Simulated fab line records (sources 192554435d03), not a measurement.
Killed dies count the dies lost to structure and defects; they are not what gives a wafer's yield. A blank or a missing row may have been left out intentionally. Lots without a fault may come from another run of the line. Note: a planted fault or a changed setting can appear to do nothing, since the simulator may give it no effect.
Which tool was responsible? ; flow n5_finfet ; 24 lots with 72 wafers sampled at 5 steps, on a route of 1938 steps

## WHAT THE GAUGES READ, wafer by wafer
N5_BEOL_M14_INSPECT_30: inspects for defects (macro).
lot;measured;on;raw_defect_count
L074;day 11 11:55;defect_inspect-01;1 4 1
L076;day 11 17:34;defect_inspect-01;2 2 2
L075;day 11 18:45;defect_inspect-01;0 0 6
L077;day 12 01:05;defect_inspect-02;0 1 2
L078;day 12 14:45;defect_inspect-02;4 1 5
L079;day 12 16:43;defect_inspect-01;3 3 2
L081;day 13 06:01;defect_inspect-02;5 2 3
L080;day 13 11:47;defect_inspect-01;2 2 1
L082;day 13 17:49;defect_inspect-01;2 0 5
L083;day 14 01:35;defect_inspect-02;2 5 4
L084;day 14 02:17;defect_inspect-02;5 2 0
L085;day 14 04:44;defect_inspect-01;1 1 5
L086;day 14 14:10;defect_inspect-02;3 1 1
L087;day 14 23:28;defect_inspect-01;1 3 3
L089;day 15 07:46;defect_inspect-01;2 1 3
L091;day 15 14:13;defect_inspect-02;2 2 0
L090;day 15 14:41;defect_inspect-02;2 1 3
L088;day 16 06:00;defect_inspect-02;4 1 0
L092;day 16 09:56;defect_inspect-02;2 4 1
L095;day 16 10:49;defect_inspect-02;1 1 0
L094;day 16 19:24;defect_inspect-01;4 4 1
L093;day 17 10:13;defect_inspect-01;2 4 3
L096;day 17 17:45;defect_inspect-01;1 2 1
L097;day 18 07:33;defect_inspect-01;3 1 6

N5_BEOL_M15_CD_MEAS_10: target cd 360 nm.
lot;measured;on;cd_nm (nm)
L074;day 11 19:30;cd_sem-02;361.6 362.7 361.7
L076;day 11 23:16;cd_sem-03;364.0 362.9 361.5
L075;day 12 00:47;cd_sem-01;363.8 362.5 360.5
L077;day 12 04:42;cd_sem-01;360.1 362.9 362.1
L078;day 12 23:09;cd_sem-03;362.3 362.1 359.3
L079;day 12 23:59;cd_sem-02;360.9 360.2 360.1
L081;day 13 10:15;cd_sem-01;360.8 360.6 360.8
L080;day 13 15:23;cd_sem-02;362.9 363.3 359.8
L082;day 13 21:37;cd_sem-01;362.3 361.5 360.6
L083;day 14 06:52;cd_sem-01;358.9 360.5 357.8
L084;day 14 07:13;cd_sem-01;366.1 362.8 365.6
L085;day 14 08:56;cd_sem-03;362.9 360.2 360.3
L086;day 14 20:47;cd_sem-02;363.1 362.3 362.9
L087;day 15 02:46;cd_sem-02;362.3 360.9 362.8
L089;day 15 13:02;cd_sem-02;359.1 359.7 362.2
L091;day 15 18:30;cd_sem-03;359.2 357.3 361.1
L090;day 15 18:40;cd_sem-03;362.3 363.6 362.1
L088;day 16 13:00;cd_sem-01;357.7 358.3 359.9
L092;day 16 13:32;cd_sem-03;361.9 362.8 361.9
L095;day 16 15:32;cd_sem-03;362.1 362.0 361.2
L094;day 17 01:26;cd_sem-03;362.0 357.8 360.0
L093;day 17 13:36;cd_sem-02;360.4 360.1 359.2
L096;day 17 21:29;cd_sem-02;361.5 358.2 359.5
L097;day 18 11:42;cd_sem-02;363.5 360.0 361.8

N5_BEOL_M15_CD_MEAS_28: target cd 407.6 nm.
lot;measured;on;cd_nm (nm)
L074;day 11 20:58;cd_sem-02;408.6 409.0 408.7
L076;day 12 00:50;cd_sem-02;408.5 411.2 408.5
L075;day 12 02:14;cd_sem-03;409.8 410.4 409.0
L077;day 12 06:18;cd_sem-01;409.3 409.1 411.3
L078;day 13 00:44;cd_sem-01;408.7 407.1 406.2
L079;day 13 01:59;cd_sem-01;408.4 410.1 408.4
L081;day 13 11:50;cd_sem-02;408.9 409.8 408.7
L080;day 13 16:58;cd_sem-02;408.7 409.8 409.7
L082;day 13 23:07;cd_sem-02;409.1 410.5 408.9
L083;day 14 08:20;cd_sem-01;411.5 411.6 411.1
L084;day 14 08:41;cd_sem-02;409.6 410.0 410.4
L085;day 14 10:32;cd_sem-02;411.3 411.7 411.0
L086;day 14 22:23;cd_sem-02;408.5 410.0 409.4
L087;day 15 04:14;cd_sem-01;405.1 405.5 409.3
L089;day 15 14:52;cd_sem-03;409.8 412.8 409.7
L091;day 15 19:58;cd_sem-01;407.0 408.8 405.4
L090;day 15 20:15;cd_sem-01;406.8 407.2 406.7
L088;day 16 14:45;cd_sem-03;407.0 408.4 408.5
L092;day 16 15:19;cd_sem-01;411.1 408.1 409.9
L095;day 16 18:16;cd_sem-02;408.3 408.1 408.6
L094;day 17 02:58;cd_sem-02;408.7 411.1 410.7
L093;day 17 15:10;cd_sem-01;409.1 407.3 406.8
L096;day 17 23:16;cd_sem-03;408.9 409.8 412.2
L097;day 18 13:13;cd_sem-01;409.4 408.5 408.8

## EACH LOT AND THE TOOL THAT RAN IT (in order: tool; ch and the chambers of the sampled wafers; start)
lot;N5_BEOL_M14_ETCH_38;N5_BEOL_M15_STRIP_64
L074;rie_diel-02 ch 0,3, day 11 19:30 or earlier;rie_diel-04 ch 0,1,3, day 11 20:58 or earlier
L076;rie_diel-02 ch 0,1,2, day 11 23:16 or earlier;rie_diel-04 ch 0,1, day 12 00:50 or earlier
L075;rie_diel-01 ch 1,2, day 12 00:47 or earlier;rie_diel-05 ch 0,2,3, day 12 02:14 or earlier
L077;rie_diel-06 ch 0,1,2, day 12 04:42 or earlier;rie_diel-05 ch 2,3, day 12 06:18 or earlier
L078;rie_diel-01 ch 0,3, day 12 23:09 or earlier;rie_diel-03 ch 0,2,3, day 13 00:44 or earlier
L079;rie_diel-06 ch 0,1,3, day 12 23:59 or earlier;rie_diel-05 ch 0,1, day 13 01:59 or earlier
L081;rie_diel-02 ch 0,1, day 13 10:15 or earlier;rie_diel-03 ch 0,2, day 13 11:50 or earlier
L080;rie_diel-02 ch 0,1, day 13 15:23 or earlier;rie_diel-03 ch 0,1,2, day 13 16:58 or earlier
L082;rie_diel-01 ch 0,2,3, day 13 21:37 or earlier;rie_diel-04 ch 1,2, day 13 23:07 or earlier
L083;rie_diel-02 ch 0,1,2, day 14 06:52 or earlier;rie_diel-03 ch 1,3, day 14 08:20 or earlier
L084;rie_diel-06 ch 0,1,2, day 14 07:13 or earlier;rie_diel-05 ch 0,1, day 14 08:41 or earlier
L085;rie_diel-01 ch 1,2,3, day 14 08:56 or earlier;rie_diel-03 ch 0,1,3, day 14 10:32 or earlier
L086;rie_diel-06 ch 0,2,3, day 14 20:47 or earlier;rie_diel-05 ch 1,2, day 14 22:23 or earlier
L087;rie_diel-06 ch 0,1,2, day 15 02:46 or earlier;rie_diel-04 ch 0,2,3, day 15 04:14 or earlier
L089;rie_diel-01 ch 0,1,2, day 15 13:02 or earlier;rie_diel-04 ch 2,3, day 15 14:52 or earlier
L091;rie_diel-02 ch 0,1,3, day 15 18:30 or earlier;rie_diel-05 ch 2,3, day 15 19:58 or earlier
L090;rie_diel-01 ch 0,2,3, day 15 18:40 or earlier;rie_diel-04 ch 0,1,3, day 15 20:15 or earlier
L088;rie_diel-01 ch 0,1,2, day 16 13:00 or earlier;rie_diel-05 ch 0,2, day 16 14:45 or earlier
L092;rie_diel-01 ch 0,1,3, day 16 13:32 or earlier;rie_diel-03 ch 1,2,3, day 16 15:19 or earlier
L095;rie_diel-06 ch 1,2,3, day 16 15:32 or earlier;rie_diel-03 ch 0,1,2, day 16 18:16 or earlier
L094;rie_diel-02 ch 1,2,3, day 17 01:26 or earlier;rie_diel-04 ch 0,1,2, day 17 02:58 or earlier
L093;rie_diel-01 ch 0,2,3, day 17 13:36 or earlier;rie_diel-05 ch 2,3, day 17 15:10 or earlier
L096;rie_diel-01 ch 0,1,2, day 17 21:29 or earlier;rie_diel-04 ch 1,2,3, day 17 23:16 or earlier
L097;rie_diel-06 ch 1,2,3, day 18 11:42 or earlier;rie_diel-04 ch 1,2,3, day 18 13:13 or earlier
- N5_BEOL_M14_ETCH_38: etches SiCN in CF4/N2, target depth 106.5 nm, time 120.6 s.
- N5_BEOL_M15_STRIP_64: strips in O2.

## WHAT THE TOOLS THEMSELVES READ (means of the sampled wafers that have a number; where no wafer has one, the mark that the record gives instead)
N5_BEOL_M14_ETCH_38.
lot;tool;cf4_flow_sccm (sccm);drypump_motor_current_A (A);mfc_ar_sccm (sccm);oes_product_au (a.u.);rf_vpp_V (V);showerhead_plenum_p_Torr (Torr);throttle_valve_pct (%)
L074;rie_diel-02;60.05;6.3;100.0;0.69;379.8;2.09;15.44
L076;rie_diel-02;60.13;5.5;100.0;0.85;384.3;2.26;15.34
L075;rie_diel-01;59.91;6.2;100.4;0.91;381.1;2.16;15.29
L077;rie_diel-06;59.95;5.3;100.0;0.83;383.5;2.25;15.40
L078;rie_diel-01;60.16;6.1;99.8;0.82;381.9;2.18;15.48
L079;rie_diel-06;59.97;5.2;100.1;0.84;383.2;2.23;15.19
L081;rie_diel-02;59.94;5.5;99.7;0.77;381.4;2.17;15.45
L080;rie_diel-02;59.85;5.5;99.8;0.76;381.6;2.17;15.45
L082;rie_diel-01;60.07;5.7;100.4;0.83;381.6;2.17;15.32
L083;rie_diel-02;60.03;5.5;99.9;0.81;383.4;2.25;15.39
L084;rie_diel-06;60.08;5.3;100.0;0.81;383.9;2.25;15.44
L085;rie_diel-01;60.04;6.0;99.7;0.86;381.7;2.15;15.34
L086;rie_diel-06;60.03;5.4;99.7;0.83;382.4;2.23;15.36
L087;rie_diel-06;60.18;5.3;99.7;0.80;382.4;2.25;15.45
L089;rie_diel-01;60.16;5.9;100.3;0.81;380.8;2.17;15.36
L091;rie_diel-02;59.90;5.8;99.9;0.83;384.0;2.26;15.25
L090;rie_diel-01;59.89;5.7;100.3;0.81;381.3;2.17;15.36
L088;rie_diel-01;59.85;5.9;100.1;0.80;380.8;2.16;15.38
L092;rie_diel-01;60.08;6.3;100.1;0.79;382.1;2.16;15.55
L095;rie_diel-06;59.99;5.2;100.1;0.78;382.1;2.18;15.41
L094;rie_diel-02;60.04;5.8;100.2;0.86;385.3;2.34;15.19
L093;rie_diel-01;60.11;5.7;99.9;0.79;381.6;2.16;15.40
L096;rie_diel-01;60.10;6.0;99.9;0.79;381.8;2.16;15.39
L097;rie_diel-06;59.93;5.2;99.8;0.77;382.0;2.18;15.45

N5_BEOL_M15_STRIP_64.
lot;tool;drypump_motor_current_A (A);oes_product_au (a.u.);rf_vpp_V (V);showerhead_plenum_p_Torr (Torr);temp_c (C);throttle_valve_pct (%)
L074;rie_diel-04;5.6;0.82;3.5;2.08;59.91;16.78
L076;rie_diel-04;5.9;0.73;3.3;2.09;60.05;16.86
L075;rie_diel-05;5.7;0.71;3.2;2.12;60.01;16.85
L077;rie_diel-05;5.4;0.71;3.6;2.09;59.82;16.75
L078;rie_diel-03;5.4;0.84;3.6;2.12;59.89;16.69
L079;rie_diel-05;5.6;0.70;3.4;2.12;59.94;16.93
L081;rie_diel-03;5.2;0.89;3.7;2.11;60.03;16.43
L080;rie_diel-03;5.2;0.83;3.6;2.10;59.95;16.63
L082;rie_diel-04;5.8;0.80;3.8;2.14;60.00;16.77
L083;rie_diel-03;5.4;0.73;3.4;2.15;60.02;17.05
L084;rie_diel-05;5.7;0.70;4.0;2.15;59.89;16.99
L085;rie_diel-03;5.4;0.76;3.7;2.10;60.05;16.92
L086;rie_diel-05;5.3;0.69;3.7;2.08;59.88;16.79
L087;rie_diel-04;5.9;0.84;3.3;2.12;59.94;16.54
L089;rie_diel-04;5.5;0.91;3.8;2.12;60.02;16.47
L091;rie_diel-05;5.4;0.69;3.0;2.08;59.90;16.80
L090;rie_diel-04;5.6;0.77;3.3;2.08;59.89;16.83
L088;rie_diel-05;5.6;0.69;3.6;2.15;60.01;16.97
L092;rie_diel-03;5.3;0.77;3.5;2.13;60.00;16.81
L095;rie_diel-03;5.2;0.80;3.7;2.09;59.95;16.68
L094;rie_diel-04;6.0;0.76;3.1;2.13;60.05;16.74
L093;rie_diel-05;5.5;0.68;3.9;2.08;60.06;16.81
L096;rie_diel-04;5.7;0.82;3.5;2.12;59.93;16.67
L097;rie_diel-04;5.7;0.82;3.7;2.12;60.00;16.68

## THE ANSWER, worked out from the rows above alone
Rule: usual is defined by the lots themselves. Put in order of their means at a reading, lots are off if they are a third of the lots or fewer, leave a main group of 4 or more, and stand apart from it by a gap of 3 or more times the standard deviation of the main group's means; of several such gaps the widest counts. If all means in a main group match to the digits the tables above print for the reading, that group is not used. Also off: a lot with no number at a reading for which 4 or more lots have one. All remaining lots with rows at the step are treated as sound. Order of review: gauges by route order, followed by the tools' own readings, for which a lot's mean as printed above is used. The first step at which some lot is off is used, and at that step the reading that is off furthest; a lot without a number counts as furthest.
None of the lots is off at any reading shown; this tells nothing.

## WHAT THE SIMULATOR HAD PUT IN
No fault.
